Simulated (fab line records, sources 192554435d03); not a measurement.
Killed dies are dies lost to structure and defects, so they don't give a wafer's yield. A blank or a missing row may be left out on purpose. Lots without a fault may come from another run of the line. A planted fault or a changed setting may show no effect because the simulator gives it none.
Chamber matching | flow n5_finfet | N5_BEOL_M12_VIA_ETCH_16 on rie_diel-04: 4 sister chambers
The step etches SiOC in C4F8/O2/Ar, target depth 724.8 nm. 8 wafers are shown with their chamber, then 12 later ones without.

WAFERS WITH THEIR CHAMBER
wafer  | chamber | drypump_motor_current_A (A) | throttle_valve_pct (%)
L084.4 | 3       | 6.4                         | 24.22
L084.5 | 2       | 6.1                         | 23.99
L087.3 | 2       | 6.1                         | 23.98
L087.5 | 1       | 5.8                         | 24.14
L087.6 | 0       | 5.2                         | 24.57
L086.1 | 0       | 5.1                         | 24.58
L086.4 | 1       | 5.9                         | 24.12
L086.5 | 3       | 6.4                         | 24.23

WAFERS WITHOUT THEIR CHAMBER
wafer  | drypump_motor_current_A (A) | throttle_valve_pct (%)
L090.2 | 5.9                         | 24.13
L090.4 | 5.2                         | 24.58
L090.6 | 6.4                         | 24.24
L091.1 | 6.1                         | 24.00
L091.2 | 5.2                         | 24.59
L091.4 | 6.4                         | 24.24
L093.1 | 6.4                         | 24.25
L093.2 | 5.8                         | 24.14
L093.4 | 6.1                         | 24.01
L095.1 | 5.8                         | 24.14
L095.2 | 6.1                         | 24.03
L095.3 | 6.4                         | 24.25

WHICH CHAMBER EACH WENT THROUGH
wafer  | from the rows above | in truth
L090.2 | 1                   | 1
L090.4 | 0                   | 0
L090.6 | 3                   | 3
L091.1 | 2                   | 2
L091.2 | 0                   | 0
L091.4 | 3                   | 3
L093.1 | 3                   | 3
L093.2 | 1                   | 1
L093.4 | 2                   | 2
L095.1 | 1                   | 1
L095.2 | 2                   | 2
L095.3 | 3                   | 3
Placed correctly: 12 of 12. Can't be placed from these rows: 0. Placed wrongly: 0.
How it was worked out, from the rows above alone: a wafer's distance from a chamber is the root of the sum, over the readings, of the square of ((its reading less the chamber's mean) divided by the reading's scatter). The wafer belongs to the nearest chamber; if the next one is less than 2 further off, it can't be placed. A chamber's mean is the mean of its shown wafers. The scatter: the root of (the sum of the squares of (reading less its chamber's mean) over the shown wafers, divided by (wafers less chambers)).
